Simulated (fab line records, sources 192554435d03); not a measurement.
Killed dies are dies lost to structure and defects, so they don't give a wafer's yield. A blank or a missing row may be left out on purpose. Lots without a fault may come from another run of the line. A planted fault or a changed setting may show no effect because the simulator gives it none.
Chamber matching | flow n5_finfet | N5_MOL_CONTACT_COAG_ETCH_90 on rie_diel-04: 4 sister chambers
The step etches SiARC in CF4, target depth 13 nm, time 21.7 s. 8 wafers are shown with their chamber, then 8 later ones without.

WAFERS WITH THEIR CHAMBER
wafer  | chamber | showerhead_plenum_p_Torr (Torr) | throttle_valve_pct (%)
L080.1 | 3       | 2.10                            | 15.14
L081.1 | 2       | 2.21                            | 15.69
L081.2 | 1       | 2.05                            | 15.37
L081.5 | 1       | 2.05                            | 15.35
L086.2 | 0       | 2.04                            | 15.58
L086.3 | 2       | 2.21                            | 15.71
L086.5 | 3       | 2.09                            | 15.14
L087.1 | 0       | 2.04                            | 15.62

WAFERS WITHOUT THEIR CHAMBER
wafer  | showerhead_plenum_p_Torr (Torr) | throttle_valve_pct (%)
L087.4 | 2.21                            | 15.71
L087.5 | 2.21                            | 15.71
L094.2 | 2.20                            | 15.75
L094.4 | 2.29                            | 15.14
L094.5 | 2.29                            | 15.15
L095.3 | 2.04                            | 15.40
L095.5 | 2.08                            | 15.20
L095.6 | 2.29                            | 15.13

WHICH CHAMBER EACH WENT THROUGH
wafer  | from the rows above | in truth
L087.4 | 2                   | 2
L087.5 | 2                   | 2
L094.2 | 2                   | 2
L094.4 | 2                   | 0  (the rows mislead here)
L094.5 | 2                   | 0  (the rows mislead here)
L095.3 | 1                   | 1
L095.5 | 3                   | 3
L095.6 | 2                   | 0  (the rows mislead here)
Placed correctly: 5 of 8. Can't be placed from these rows: 0. Placed wrongly: 3.
How it was worked out, from the rows above alone: a wafer's distance from a chamber is the root of the sum, over the readings, of the square of ((its reading less the chamber's mean) divided by the reading's scatter). The wafer belongs to the nearest chamber; if the next one is less than 2 further off, it can't be placed. A chamber's mean is the mean of its shown wafers. The scatter: the root of (the sum of the squares of (reading less its chamber's mean) over the shown wafers, divided by (wafers less chambers)).
